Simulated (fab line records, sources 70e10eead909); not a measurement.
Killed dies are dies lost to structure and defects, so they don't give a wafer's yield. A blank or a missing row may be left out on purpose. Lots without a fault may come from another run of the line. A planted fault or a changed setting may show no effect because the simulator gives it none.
fab line records | flow nand_harc
record lots=24 wafers=72 last_day=34
route steps=1302 shown P_M0@267 P_M1@298
lots that met no fault: from a run of the same line without faults
start_h: hours from the record's first day to the start of the lot's first wafer shown | wait_h: hours since the lot's step before | " the same as in the row above | L1.1+2: a row that stands for several wafers | - no value, or no start given | * or withheld: withheld | < > ~ a bound
route shown NAME@n: a module of which the file shows steps, and the number in the route of the first | usual: mean/standard deviation of fault-free wafers | same: alike in all rows | chamber/n: place in a boat | sites: the reading at each site | _std_site: their standard deviation | _edge_site: outer sites' mean less inner sites' | radius_mm: how far each site lies from the wafer's centre | mask NAME#n: copy n | behind: the tool/chamber that last shaped the wafer | hold: why the lot was held/for how many hours/how that ended | device: the transistor (n, p or np) that didn't switch | end of line: the same wafers' tests at the end of the route | a step without rows: its recipe alone | killed: dies lost to structure and defects at the first sort, not the wafer's yield | map: a wafer's dies, x killed, . not, _ none there
set.NAME: the setting as run; set.NAME@STEP: as run at that earlier step | model.NAME: the simulator's own value behind a step, which no gauge read
steps of the route over a sample of lots; a table a step, a row a wafer
services: from which hour (start_h, from the record's first day; less than 0 if before it) a tool's chamber was out of use, for how many hours, and why
## steps
# step NHARC_P_M0_ETCH_34
# recipe target_depth_a=400 overetch_a=120 time_s=43.94 ion_energy_ev=200 n2_flow_sccm=150 h2_flow_sccm=150 ar_flow_sccm=0 rf_w=400 bias_w=150 chemistry=N2/H2
# usual drypump_motor_current_A=6.1/0.41 oes_product_au=1.001/0.01 rf_fwd_power_W=394.9/2.1 rf_vpp_V=429.7/2.9 showerhead_plenum_p_Torr=2.01/0.097 throttle_valve_pct=14.172/0.0095
# columns lot.wafer tool chamber start_h wait_h drypump_motor_current_A oes_product_au rf_fwd_power_W rf_hours_counter_h rf_vpp_V showerhead_plenum_p_Torr throttle_valve_pct
L074.4 rie_diel-01 1 117.53 0.1 5.6 0.983 394.4 26 432.9 2.10 14.164
L074.1 " 3 " " 6.2 0.982 395.3 24 427.1 1.97 14.168
L074.2 " 0 " " 5.4 1.003 395.3 24 429.5 2.00 14.175
L076.1 rie_diel-04 2 135.06 0.1 6.3 1.022 394.1 25 428.7 1.98 14.172
L076.4 " 3 " " 6.4 1.006 389.0 24 430.7 2.08 14.170
L076.2 " 0 " " 5.8 0.999 396.5 22 427.9 1.99 14.177
L075.2 rie_diel-04 3 136.26 0.1 6.4 1.012 391.4 24 432.4 2.08 14.177
L075.1 " 0 " " 5.8 1.014 397.2 22 430.0 1.99 14.153
L075.5 " 0 " " 5.8 1.004 397.1 - 428.7 1.99 14.175
L077.1 rie_diel-04 0 147.95 0.1 5.8 1.001 395.6 25 428.8 1.99 14.182
L077.2 " 1 " " 6.6 0.997 393.5 24 426.3 1.88 14.184
L077.4 " 3 " " 6.5 1.002 391.7 26 432.1 2.08 14.167
L078.2 rie_diel-04 1 160.62 0.1 6.6 0.999 395.7 26 424.8 1.88 14.162
L078.4 " 3 " " 6.4 0.992 390.8 29 431.5 2.08 14.169
L078.5 " 1 " " 6.6 0.994 396.9 - 425.1 1.88 14.187
L079.1 rie_diel-04 1 165.64 0.1 6.6 0.997 396.3 26 426.2 1.88 14.183
L079.4 " 2 " " 6.4 1.006 397.4 29 429.9 1.98 14.167
L079.2 " 3 " " 6.5 1.000 391.0 29 432.9 2.08 14.171
L080.3 rie_diel-06 3 176.51 0.1 5.9 1.004 394.3 6 433.8 2.22 14.170
L080.2 " 0 " " 6.2 1.002 396.5 15 432.7 2.15 14.170
L080.5 " 3 " " 5.9 1.003 393.5 - 435.6 2.22 14.187
L081.4 rie_diel-04 2 195.05 0.1 6.3 0.999 395.2 2 427.6 1.98 14.165
L081.5 " 1 " " 6.6 1.008 396.3 - 425.7 1.88 14.149
L081.6 " 2 " " 6.4 1.014 395.2 - 427.5 1.98 14.176
L083.2 rie_diel-04 2 211.42 0.8 6.4 1.011 397.5 4 427.5 1.98 14.167
L083.3 " 0 " " 5.8 0.990 396.6 3 429.9 1.98 14.170
L083.5 " 3 " " 6.4 1.014 392.5 - 430.9 2.08 14.164
L082.4 rie_diel-04 3 212.02 0.1 6.4 1.007 391.5 4 432.8 2.08 14.158
L082.6 " 2 " " 6.4 1.002 395.4 - 428.3 1.98 14.170
L082.5 " 3 " " 6.4 1.003 391.8 - 429.9 2.08 14.171
L084.1 rie_diel-01 3 222.81 0.1 6.2 1.004 396.1 2 427.9 1.96 14.173
L084.2 " 2 " " 5.9 0.992 394.1 2 431.9 2.06 14.187
L084.6 " 2 " " 6.0 0.992 395.7 - 431.8 2.06 14.146
L085.2 rie_diel-01 0 235.89 0.1 5.4 0.998 395.8 6 429.7 1.99 14.163
L085.3 " 2 " " 5.9 1.013 391.5 5 430.6 2.06 14.177
L085.6 " 3 " " 6.2 1.007 395.1 - 427.3 1.96 14.176
L086.4 rie_diel-04 0 241.30 0.1 5.8 0.992 396.0 8 429.5 1.98 14.162
L086.1 " 1 " " 6.6 1.002 398.9 8 427.8 1.87 14.177
L086.3 " 2 " " 6.3 1.010 394.6 10 428.1 1.97 14.153
L087.4 rie_diel-06 3 247.99 0.1 5.8 0.988 394.6 27 434.9 2.21 14.168
L087.6 " 3 " " 5.8 1.000 394.4 - 435.7 2.21 14.151
L087.5 " 0 " " 6.2 1.010 396.7 - 433.0 2.14 14.161
L089.1 rie_diel-04 0 264.54 0.1 5.8 0.989 397.1 12 429.0 1.98 14.171
L089.2 " 1 " " 6.6 1.002 398.5 11 424.0 1.87 14.157
L089.4 " 3 " " 6.5 1.027 393.7 - 430.8 2.07 14.172
L088.2 rie_diel-06 1 265.33 0.1 5.7 0.988 395.4 45 434.3 2.18 14.164
L088.4 " 3 " " 5.9 0.989 396.9 32 434.7 2.21 14.180
L088.5 " 2 " " 5.3 1.001 394.0 - 425.4 1.87 14.192
L090.3 rie_diel-01 1 282.91 0.1 5.6 0.988 394.4 13 431.3 2.09 14.195
L090.4 " 2 " " 6.0 0.985 391.8 21 431.2 2.05 14.179
L090.1 " 0 " " 5.3 0.989 395.1 19 428.2 1.98 14.171
L091.3 rie_diel-04 3 297.62 0.1 6.4 1.011 391.6 21 430.5 2.07 14.165
L091.2 " 2 " " 6.4 1.018 396.9 16 427.8 1.97 14.170
L091.6 " 0 " " 5.8 1.000 397.2 - 429.2 1.98 14.184
L092.3 rie_diel-01 3 302.00 0.1 6.2 1.013 397.1 33 427.5 1.95 14.173
L092.2 " 0 " " 5.3 0.987 395.3 30 429.4 1.98 14.170
L092.5 " 1 " " 5.6 0.991 396.3 - 433.0 2.08 14.172
L093.2 rie_diel-04 2 315.30 0.1 6.4 1.018 395.1 19 428.9 1.97 14.162
L093.3 " 3 " " 6.5 1.014 391.0 24 431.8 2.07 14.185
L093.6 " 2 " " 6.3 1.012 396.2 - 430.3 1.97 14.163
L094.1 rie_diel-04 3 320.44 0.1 6.5 1.019 391.6 24 430.7 2.07 14.174
L094.4 " 0 " " 5.8 1.000 395.7 20 429.0 1.98 14.172
L094.3 " 1 " " 6.6 1.004 395.5 22 425.4 1.87 14.183
L095.4 rie_diel-04 3 332.25 0.1 6.4 1.026 392.9 27 431.7 2.07 14.166
L095.2 " 1 " " 6.7 1.009 397.8 25 425.1 1.87 14.182
L095.5 " 3 " " 6.4 1.024 393.2 - 430.5 2.07 14.163
L096.4 rie_diel-04 0 340.77 0.1 5.8 0.998 397.8 24 429.6 1.98 14.164
L096.2 " 3 " " 6.5 1.014 392.1 28 431.2 2.07 14.165
L096.6 " 0 " " 5.8 0.996 396.9 - 430.4 1.98 14.167
L097.1 rie_diel-06 2 357.49 0.3 5.3 1.002 397.3 14 435.6 2.21 14.179
L097.3 " 3 " " 5.9 1.004 394.8 - 434.9 2.20 14.186
L097.5 " 3 " " 5.9 1.013 393.7 - 434.5 2.20 14.172
# step NHARC_P_M0_PRE_CLEAN_31
# recipe time_s=12 temp_c=370 rf_power_w=300 gas=NH3
# usual heater_power_w=629/76 rf_fwd_power_W=292.6/0.84
# columns lot.wafer tool chamber start_h wait_h heater_power_w rf_fwd_power_W
L074.2 pecvd-03 2 119.99 0.1 699 292.9
L074.1 " 0 " " 589 292.5
L074.4 " 0 " " 585 293.4
L076.2 pecvd-02 1 137.54 0.1 512 292.0
L076.1 " 2 " " 743 293.2
L076.4 " 2 " " 746 293.8
L075.2 pecvd-03 2 138.70 0.1 648 293.5
L075.1 " 0 " " 518 291.4
L075.5 " 0 " " 504 291.8
L077.1 pecvd-03 1 150.73 0.1 681 291.7
L077.2 " 0 " " 576 292.8
L077.4 " 0 " " 582 293.5
L078.2 pecvd-02 2 163.08 0.1 714 291.3
L078.4 " 2 " " 701 291.7
L078.5 " 0 " " 815 291.8
L079.1 pecvd-01 2 168.27 0.1 562 292.8
L079.2 " 0 " " 606 293.3
L079.4 " 1 " " 637 291.7
L080.3 pecvd-03 2 178.98 0.1 678 291.3
L080.2 " 0 " " 587 292.1
L080.5 " 1 " " 663 293.2
L081.5 pecvd-02 1 197.53 0.1 452 291.6
L081.6 " 2 " " 696 294.0
L081.4 " 0 " " 805 294.2
L083.3 pecvd-01 2 214.16 0.1 518 292.3
L083.2 " 0 " " 615 292.5
L083.5 " 1 " " 653 292.0
L082.6 pecvd-03 0 214.70 0.1 570 292.5
L082.4 " 1 " " 736 292.7
L082.5 " 2 " " 639 293.7
L084.1 pecvd-01 0 225.37 0.1 561 293.4
L084.2 " 1 " " 640 292.7
L084.6 " 0 " " 546 292.4
L085.2 pecvd-01 1 238.35 0.1 661 291.7
L085.3 " 2 " " 515 292.6
L085.6 " 2 " " 506 293.3
L086.3 pecvd-01 1 243.81 0.1 613 291.0
L086.1 " 2 " " 567 291.7
L086.4 " 1 " " 621 292.3
L087.5 pecvd-01 1 250.84 0.1 575 293.8
L087.6 " 2 " " 539 291.3
L087.4 " 0 " " 610 292.5
L089.1 pecvd-03 1 267.09 0.1 637 292.5
L089.2 " 2 " " 675 292.4
L089.4 " 2 " " 681 291.7
L088.2 pecvd-03 1 267.87 0.1 703 292.5
L088.4 " 0 " " 564 292.0
L088.5 " 1 " " 702 290.7
L090.1 pecvd-03 0 285.38 0.1 637 291.6
L090.3 " 2 " " 688 293.1
L090.4 " 0 " " 620 292.3
L091.2 pecvd-01 1 300.09 0.1 591 292.6
L091.3 " 2 " " 574 292.5
L091.6 " 1 " " 596 292.6
L092.2 pecvd-03 2 304.52 0.1 676 292.3
L092.3 " 0 " " 561 292.7
L092.5 " 1 " " 732 292.6
L093.2 pecvd-03 0 317.85 0.1 624 294.0
L093.3 " 1 " " 686 293.6
L093.6 " 2 " " 656 291.7
L094.1 pecvd-02 1 322.91 0.1 516 292.4
L094.3 " 2 " " 655 292.7
L094.4 " 1 " " 519 292.8
L095.2 pecvd-02 1 334.73 0.1 533 292.0
L095.5 " 2 " " 599 292.9
L095.4 " 1 " " 540 291.0
L096.2 pecvd-01 1 343.28 0.1 608 291.4
L096.4 " 0 " " 664 292.1
L096.6 " 2 " " 587 292.5
L097.3 pecvd-03 0 360.53 0.1 584 293.2
L097.1 " 1 " " 756 293.5
L097.5 " 2 " " 585 292.6
# step NHARC_P_M1_DESCUM_14
# recipe time_s=3 o2_flow_sccm=200 ar_flow_sccm=0 bias_power_w=0 chemistry=O2
# usual drypump_motor_current_A=5.8/0.43 oes_product_au=0.997/0.011 rf_vpp_V=57.9/0.94 showerhead_plenum_p_Torr=1.93/0.098 throttle_valve_pct=11.311/0.0089
# columns lot.wafer tool chamber start_h wait_h drypump_motor_current_A oes_product_au rf_hours_counter_h rf_vpp_V showerhead_plenum_p_Torr throttle_valve_pct
L074.4 rie_diel-02 1 121.51 0.1 6.2 1.006 6.0 58.0 2.03 11.306
L074.1 " 2 " " 5.2 0.987 6.4 59.7 2.06 11.313
L074.2 " 3 " " 5.8 0.989 6.4 56.9 1.80 11.310
L076.2 rie_diel-02 1 138.90 0.1 6.1 1.009 7.0 58.4 2.03 11.332
L076.1 " 2 " " 5.2 1.006 7.8 58.7 2.06 11.321
L076.4 " 0 " " 5.9 1.003 7.2 57.6 1.90 11.320
L075.1 rie_diel-11 0 140.21 0.1 5.4 0.994 3.6 57.3 1.79 11.319
L075.2 " 3 " " 5.4 1.002 3.4 59.4 2.02 11.304
L075.5 " 1 " " 6.7 0.997 - 58.0 1.89 11.316
L077.2 rie_diel-11 2 152.24 0.1 5.9 1.020 4.5 58.7 1.97 11.310
L077.1 " 0 " " 5.4 1.000 4.8 57.6 1.79 11.319
L077.4 " 2 " " 5.9 1.021 - 58.8 1.97 11.304
L078.4 rie_diel-02 3 164.59 0.1 5.8 0.997 11.2 55.7 1.80 11.323
L078.2 " 0 " " 5.9 1.008 10.3 56.9 1.90 11.309
L078.5 " 3 " " 5.8 1.001 - 57.3 1.80 11.322
L079.2 rie_diel-11 0 169.77 0.1 5.4 0.987 5.8 57.9 1.79 11.297
L079.4 " 1 " " 6.7 0.993 6.1 57.8 1.89 11.309
L079.1 " 3 " " 5.4 0.980 4.3 59.3 2.02 11.308
L080.2 rie_diel-11 3 180.48 0.1 5.4 1.015 4.5 58.1 2.02 11.300
L080.3 " 1 " " 6.7 0.993 6.2 58.1 1.89 11.306
L080.5 " 3 " " 5.5 1.003 - 58.3 2.02 11.308
L081.4 rie_diel-11 2 199.01 0.1 5.9 0.997 6.7 57.4 1.97 11.302
L081.5 " 3 " " 5.4 0.994 - 57.1 2.02 11.308
L081.6 " 0 " " 5.4 1.002 - 57.6 1.79 11.319
L083.3 rie_diel-11 1 215.68 0.1 6.7 0.987 8.3 59.9 1.89 11.288
L083.2 " 0 " " 5.4 0.995 8.1 57.2 1.79 11.308
L083.5 " 2 " " 5.9 1.000 - 58.5 1.97 11.318
L082.4 rie_diel-11 1 216.17 0.1 6.7 0.988 8.4 58.0 1.89 11.302
L082.6 " 1 " " 6.7 0.983 - 58.0 1.89 11.310
L082.5 " 2 " " 5.9 1.014 - 59.4 1.97 11.319
L084.1 rie_diel-02 0 226.89 0.1 5.9 1.004 0 58.3 1.90 11.308
L084.2 " 2 " " 5.3 0.982 0 58.9 2.06 11.305
L084.6 " 3 " " 5.8 0.995 - 57.5 1.80 11.311
L085.3 rie_diel-02 3 239.73 0.1 5.8 0.985 1.4 55.4 1.80 11.315
L085.2 " 1 " " 6.2 1.006 0.8 59.2 2.03 11.296
L085.6 " 2 " " 5.2 0.983 - 58.7 2.06 11.304
L086.1 rie_diel-02 0 245.20 0.1 5.9 0.998 2.0 59.3 1.90 11.322
L086.3 " 3 " " 5.8 0.993 2.0 57.2 1.80 11.295
L086.4 " 0 " " 5.9 0.996 - 57.6 1.90 11.315
L087.4 rie_diel-02 0 252.35 0.1 5.9 0.998 - 58.9 1.90 11.303
L087.6 " 2 " " 5.2 0.980 - 58.7 2.06 11.300
L087.5 " 3 " " 5.8 0.993 - 57.4 1.80 11.299
L089.2 rie_diel-02 3 268.59 0.1 5.8 0.997 4.2 57.5 1.79 11.318
L089.1 " 2 " " 5.2 0.981 3.8 57.7 2.06 11.298
L089.4 " 3 " " 5.8 0.986 - 58.1 1.79 11.315
L088.4 rie_diel-11 2 269.21 0.1 5.9 0.998 0.4 57.8 1.97 11.312
L088.2 " 0 " " 5.4 1.004 0.7 58.0 1.79 11.304
L088.5 " 2 " " 5.9 0.999 - 56.6 1.97 11.301
L090.1 rie_diel-02 2 286.90 0.1 5.3 0.968 5.5 58.8 2.05 11.334
L090.4 " 3 " " 5.8 0.990 5.9 57.4 1.79 11.309
L090.3 " 1 " " 6.1 1.003 1.7 58.9 2.03 11.307
L091.2 rie_diel-11 0 301.79 0.1 5.4 0.998 2.2 55.6 1.79 11.310
L091.3 " 3 " " 5.4 0.977 2.2 57.3 2.02 11.309
L091.6 " 0 " " 5.4 1.004 - 56.8 1.79 11.322
L092.2 rie_diel-11 0 305.88 0.1 5.4 1.000 2.8 58.6 1.79 11.332
L092.3 " 1 " " 6.7 0.999 2.1 57.6 1.89 11.312
L092.5 " 0 " " 5.4 1.003 - 55.6 1.79 11.314
L093.3 rie_diel-02 1 319.35 0.1 6.2 1.004 3.7 58.2 2.03 11.314
L093.2 " 0 " " 5.9 1.002 7.5 59.0 1.90 11.317
L093.6 " 2 " " 5.3 0.990 - 58.4 2.05 11.315
L094.4 rie_diel-02 1 324.26 0.1 6.1 1.013 4.1 58.9 2.03 11.311
L094.1 " 3 " " 5.8 0.985 8.1 56.6 1.79 11.303
L094.3 " 0 " " 5.9 1.007 7.8 58.2 1.90 11.304
L095.2 rie_diel-11 0 336.10 0.1 5.4 1.010 4.9 56.0 1.79 11.312
L095.4 " 2 " " 6.0 1.008 4.8 59.1 1.97 11.320
L095.5 " 3 " " 5.4 1.007 - 59.9 2.02 11.300
L096.4 rie_diel-11 3 344.81 0.1 5.4 0.990 5.9 58.1 2.02 11.322
L096.2 " 0 " " 5.4 1.004 5.2 57.3 1.79 11.318
L096.6 " 1 " " 6.7 0.978 - 58.0 1.89 11.310
L097.1 rie_diel-02 0 362.03 0.1 5.9 1.006 10.4 57.2 1.89 11.313
L097.3 " 2 " " 5.2 0.989 10.3 57.4 2.05 11.318
L097.5 " 0 " " 5.9 1.012 - 58.9 1.90 11.305
# step NHARC_P_M1_STRIP_18
# recipe power_w=1000 n2_flow_sccm=150 h2_flow_sccm=150 ar_flow_sccm=0 bias_w=0 chemistry=N2/H2
# usual drypump_motor_current_A=5.7/0.42 oes_product_au=0.998/0.011 rf_fwd_power_W=997.4/2.6 rf_vpp_V=90.8/1.2 showerhead_plenum_p_Torr=2.05/0.1 throttle_valve_pct=14.170/0.0091
# columns lot.wafer tool chamber start_h wait_h drypump_motor_current_A oes_product_au rf_fwd_power_W rf_hours_counter_h rf_vpp_V showerhead_plenum_p_Torr throttle_valve_pct
L074.1 rie_diel-02 2 121.91 0.1 5.3 1.000 999.3 6 91.2 2.20 14.148
L074.4 " 3 " " 5.8 0.989 995.8 7 89.2 1.91 14.165
L074.2 " 1 " " 6.2 1.012 995.9 6 92.5 2.17 14.166
L076.4 rie_diel-11 0 139.30 0.1 5.4 1.003 1002.0 4 90.4 1.91 14.176
L076.1 " 1 " " 6.7 0.997 1002.2 4 91.1 2.02 14.160
L076.2 " 2 " " 5.9 1.001 1000.8 3 91.0 2.10 14.164
L075.1 rie_diel-11 3 140.62 0.1 5.5 0.998 996.2 3 92.7 2.16 14.170
L075.2 " 0 " " 5.4 1.007 997.1 4 91.1 1.91 14.164
L075.5 " 2 " " 5.9 1.014 997.2 - 91.3 2.10 14.173
L077.2 rie_diel-11 1 152.70 0.1 6.7 0.982 998.4 5 92.0 2.02 14.164
L077.1 " 2 " " 5.9 1.005 994.5 5 91.2 2.10 14.166
L077.4 " 1 " " 6.7 0.982 996.7 - 89.9 2.02 14.154
L078.2 rie_diel-02 0 164.99 0.1 5.9 1.009 998.9 10 90.6 2.03 14.182
L078.4 " 2 " " 5.2 1.008 995.6 11 92.9 2.20 14.173
L078.5 " 3 " " 5.8 0.995 995.5 - 90.7 1.91 14.178
L079.1 rie_diel-02 2 170.16 0.1 5.3 0.985 997.6 12 91.0 2.20 14.189
L079.4 " 3 " " 5.8 0.993 995.3 12 90.0 1.91 14.171
L079.2 " 1 " " 6.1 0.999 997.0 11 92.7 2.16 14.173
L080.3 rie_diel-07 0 180.89 0.1 5.0 1.000 997.6 8 90.4 1.97 14.164
L080.2 " 1 " " 5.3 1.013 1000.8 17 93.3 2.21 14.167
L080.5 " 0 " " 5.0 1.006 996.4 - 87.8 1.97 14.160
L081.4 rie_diel-11 3 199.41 0.1 5.4 0.994 995.7 6 91.5 2.16 14.167
L081.5 " 1 " " 6.7 0.996 993.7 - 91.5 2.02 14.184
L081.6 " 2 " " 5.9 1.010 1000.0 - 90.1 2.10 14.171
L083.3 rie_diel-02 2 216.06 0.1 5.2 0.988 1001.6 17 91.4 2.20 14.164
L083.2 " 1 " " 6.1 1.021 999.0 12 91.5 2.16 14.185
L083.5 " 2 " " 5.3 0.990 996.2 - 92.0 2.20 14.172
L082.4 rie_diel-07 0 216.62 0.1 5.0 1.005 994.2 21 89.1 1.97 14.180
L082.5 " 2 " " 5.5 0.995 996.3 - 90.9 2.01 14.164
L082.6 " 3 " " 5.8 0.983 995.2 - 89.4 2.02 14.163
L084.2 rie_diel-07 2 227.29 0.1 5.5 1.004 990.3 36 90.3 2.01 14.172
L084.1 " 3 " " 5.8 0.978 998.2 39 90.1 2.02 14.178
L084.6 " 2 " " 5.5 0.979 992.2 - 91.7 2.01 14.178
L085.3 rie_diel-11 0 240.15 0.1 5.4 1.006 996.3 10 89.2 1.91 14.171
L085.2 " 1 " " 6.7 0.987 999.8 11 90.8 2.02 14.191
L085.6 " 3 " " 5.4 1.000 994.4 - 90.6 2.16 14.160
L086.3 rie_diel-02 0 245.62 0.1 5.9 1.007 999.1 2 93.4 2.02 14.171
L086.1 " 3 " " 5.8 0.989 993.9 2 89.1 1.91 14.177
L086.4 " 0 " " 5.9 1.005 997.5 - 89.7 2.02 14.181
L087.4 rie_diel-11 1 252.79 0.1 6.7 0.999 1000.8 12 90.4 2.02 14.185
L087.6 " 3 " " 5.4 1.005 999.2 - 91.1 2.16 14.185
L087.5 " 0 " " 5.4 1.018 998.6 - 89.6 1.91 14.174
L089.1 rie_diel-07 2 269.47 0.1 5.5 0.991 998.6 49 90.7 2.01 14.175
L089.2 " 3 " " 5.8 0.989 994.7 52 90.7 2.01 14.194
L089.4 " 1 " " 5.3 1.002 995.5 43 92.9 2.20 14.168
L088.2 rie_diel-02 0 269.67 0.1 5.9 1.017 994.2 5 91.6 2.02 14.159
L088.5 " 0 " " 5.9 1.002 994.8 - 89.5 2.02 14.168
L088.4 " 2 " " 5.3 0.983 999.0 - 90.3 2.19 14.173
L090.4 rie_diel-02 2 287.28 0.1 5.2 0.977 998.1 6 91.4 2.19 14.162
L090.1 " 3 " " 5.8 0.988 992.2 6 89.1 1.91 14.185
L090.3 " 1 " " 6.1 1.002 998.5 2 91.4 2.16 14.167
L091.3 rie_diel-02 2 302.25 0.1 5.2 0.968 997.4 7 91.6 2.19 14.171
L091.2 " 0 " " 5.9 1.009 996.3 7 91.7 2.02 14.164
L091.6 " 2 " " 5.2 0.995 1004.1 - 92.5 2.19 14.178
L092.2 rie_diel-07 1 306.28 0.1 5.3 0.997 998.7 0 91.0 2.20 14.160
L092.3 " 3 " " 5.8 0.983 997.9 0 88.8 2.01 14.181
L092.5 " 0 " " 5.0 0.996 997.0 - 91.6 1.96 14.188
L093.2 rie_diel-11 2 319.73 0.1 5.9 0.999 996.2 3 91.7 2.10 14.178
L093.3 " 3 " " 5.5 0.979 996.1 4 90.2 2.15 14.190
L093.6 " 2 " " 5.9 1.002 995.3 - 91.8 2.10 14.175
L094.4 rie_diel-11 0 324.66 0.1 5.4 0.996 1000.0 4 90.6 1.90 14.167
L094.3 " 1 " " 6.7 0.991 998.4 3 90.6 2.01 14.182
L094.1 " 2 " " 6.0 1.001 994.8 4 90.1 2.10 14.165
L095.2 rie_diel-02 2 336.53 0.1 5.2 0.984 998.2 8 92.4 2.19 14.168
L095.4 " 3 " " 5.8 0.999 995.8 8 88.6 1.91 14.164
L095.5 " 0 " " 5.9 1.016 1003.6 - 91.1 2.02 14.174
L096.4 rie_diel-11 2 345.20 0.1 5.9 1.006 998.1 6 90.2 2.10 14.161
L096.2 " 0 " " 5.4 0.999 997.3 5 89.3 1.90 14.177
L096.6 " 1 " " 6.7 0.986 1002.2 - 90.2 2.01 14.179
L097.3 rie_diel-07 1 362.43 0.1 5.3 1.012 995.2 22 92.7 2.19 14.164
L097.1 " 2 " " 5.5 0.993 998.3 24 89.2 1.99 14.171
L097.5 " 2 " " 5.5 0.992 998.6 - 89.9 1.99 14.159
# step NHARC_P_M1_PRE_CLEAN_30
# recipe time_s=30 temp_c=280 gas=H2/He
# usual heater_power_w=406/25
# columns lot.wafer tool chamber start_h wait_h heater_power_w
L074.1 pvd_sputter-02 - - - 372
L074.4 " - " " 367
L074.2 " - " " 389
L076.1 pvd_sputter-03 - - - 422
L076.4 " - " " 429
L076.2 " - " " 444
L075.1 pvd_sputter-03 - - - 438
L075.2 " - " " 396
L075.5 " - " " 431
L077.2 pvd_sputter-01 - - - 429
L077.4 " - " " 402
L077.1 " - " " 366
L078.4 pvd_sputter-02 - - - 380
L078.2 " - " " 412
L078.5 " - " " 390
L079.2 pvd_sputter-01 - - - 396
L079.4 " - " " 423
L079.1 " - " " 416
L080.2 pvd_sputter-03 - - - 427
L080.3 " - " " 412
L080.5 " - " " 421
L081.4 pvd_sputter-01 - - - 358
L081.5 " - " " 420
L081.6 " - " " 411
L083.2 pvd_sputter-03 - - - 429
L083.3 " - " " 411
L083.5 " - " " 437
L082.4 pvd_sputter-01 - - - 423
L082.6 " - " " 400
L082.5 " - " " 366
L084.1 pvd_sputter-02 - - - 379
L084.2 " - " " 382
L084.6 " - " " 429
L085.3 pvd_sputter-03 - - - 404
L085.2 " - " " 404
L085.6 " - " " 400
L086.3 pvd_sputter-02 - - - 375
L086.4 " - " " 380
L086.1 " - " " 418
L087.4 pvd_sputter-02 - - - 385
L087.5 " - " " 366
L087.6 " - " " 389
L089.2 pvd_sputter-03 - - - 398
L089.1 " - " " 442
L089.4 " - " " 424
L088.2 pvd_sputter-01 - - - 411
L088.4 " - " " 438
L088.5 " - " " 408
L090.4 pvd_sputter-03 - - - 410
L090.1 " - " " 417
L090.3 " - " " 442
L091.3 pvd_sputter-03 - - - 411
L091.2 " - " " 448
L091.6 " - " " 407
L092.2 pvd_sputter-03 - - - 421
L092.3 " - " " 440
L092.5 " - " " 405
L093.3 pvd_sputter-02 - - - 373
L093.2 " - " " 377
L093.6 " - " " 366
L094.3 pvd_sputter-01 - - - 408
L094.1 " - " " 433
L094.4 " - " " 407
L095.4 pvd_sputter-03 - - - 412
L095.2 " - " " 444
L095.5 " - " " 420
L096.2 pvd_sputter-01 - - - 355
L096.4 " - " " 419
L096.6 " - " " 408
L097.3 pvd_sputter-02 - - - 370
L097.1 " - " " 369
L097.5 " - " " 367
# step NHARC_P_M1_THK_MEAS_24
# recipe thk_meas_gauge=xrf
# usual thk_nm=157.8/1.5
# columns lot.wafer tool chamber start_h wait_h thk_nm
L074.1 film_metro-02 - 124.35 - 157.5
L074.2 " - " " 157.8
L074.4 " - " " 158.1
L076.1 film_metro-01 - 141.49 - 156.4
L076.2 " - " " 159.0
L076.4 " - " " 159.3
L075.1 film_metro-01 - 142.63 - 160.3
L075.2 " - " " 156.6
L075.5 " - " " 155.5
L077.1 film_metro-01 - 154.77 - 160.0
L077.2 " - " " 158.5
L077.4 " - " " 156.5
L078.2 film_metro-02 - 167.00 - 156.6
L078.4 " - " " 158.7
L078.5 " - " " 156.2
L079.1 film_metro-01 - 172.21 - 158.0
L079.2 " - " " 157.5
L079.4 " - " " 158.9
L080.2 film_metro-02 - 183.00 - 158.8
L080.3 " - " " 157.8
L080.5 " - " " 159.4
L081.4 film_metro-02 - 201.48 - 156.4
L081.5 " - " " 156.1
L081.6 " - " " 154.5
L083.2 film_metro-01 - 218.16 - 156.6
L083.3 " - " " 159.0
L083.5 " - " " 157.9
L082.4 film_metro-01 - 218.62 - 158.4
L082.5 " - " " 155.9
L082.6 " - " " 155.8
L084.1 film_metro-01 - 229.30 - 157.5
L084.2 " - " " 157.2
L084.6 " - " " 157.0
L085.2 film_metro-01 - 242.14 - 158.8
L085.3 " - " " 158.3
L085.6 " - " " 159.4
L086.1 film_metro-01 - 247.74 - 158.0
L086.3 " - " " 155.6
L086.4 " - " " 160.1
L087.4 film_metro-01 - 254.78 - 159.4
L087.5 " - " " 159.1
L087.6 " - " " 160.4
L089.1 film_metro-01 - 271.50 - 158.7
L089.2 " - " " 156.8
L089.4 " - " " 158.4
L088.2 film_metro-02 - 271.77 - 158.1
L088.4 " - " " 159.3
L088.5 " - " " 158.7
L090.1 film_metro-02 - 289.31 - 157.4
L090.3 " - " " 157.6
L090.4 " - " " 159.6
L091.2 film_metro-02 - 304.27 - 158.4
L091.3 " - " " 159.9
L091.6 " - " " 157.7
L092.2 film_metro-02 - 308.34 - 160.6
L092.3 " - " " 159.8
L092.5 " - " " 160.8
L093.2 film_metro-02 - 321.77 - 157.5
L093.3 " - " " 159.7
L093.6 " - " " 157.8
L094.1 film_metro-02 - 326.76 - 161.2
L094.3 " - " " 160.4
L094.4 " - " " 157.7
L095.2 film_metro-02 - 338.51 - 157.0
L095.4 " - " " 158.6
L095.5 " - " " 155.3
L096.2 film_metro-01 - 347.21 - 160.0
L096.4 " - " " 159.2
L096.6 " - " " 159.5
L097.1 film_metro-01 - 364.50 - 158.5
L097.3 " - " " 157.1
L097.5 " - " " 155.8
## services
# columns tool chamber start_h hours kind
rie_diel-04 0 110.77 3.9 repair
rie_diel-11 3 142.90 17.4 repair
rie_diel-04 - 146.74 0.9 repair
pvd_sputter-03 - 149.18 7.5 repair
pvd_sputter-03 - 170.03 10.0 pm
rie_diel-04 3 170.10 5.6 repair
rie_diel-04 - 177.90 9.0 pm
rie_diel-02 1 182.95 24.7 repair
pecvd-03 - 185.38 13.0 pm
pvd_sputter-03 - 203.42 1.3 repair
rie_diel-02 - 216.70 9.0 pm
rie_diel-04 0 222.66 3.4 repair
rie_diel-02 1 242.68 32.1 repair
rie_diel-11 3 248.56 4.0 repair
pvd_sputter-03 - 250.75 5.1 repair
rie_diel-04 2 254.33 22.6 repair
rie_diel-11 - 255.50 9.0 pm
rie_diel-11 - 273.63 3.5 repair
rie_diel-11 1 300.14 4.8 repair
rie_diel-04 0 304.76 12.0 repair
pvd_sputter-03 - 314.35 4.1 repair
rie_diel-11 0 336.52 3.0 repair
pvd_sputter-03 - 348.03 10.0 pm
rie_diel-04 - 354.90 9.0 pm
## key
fault none
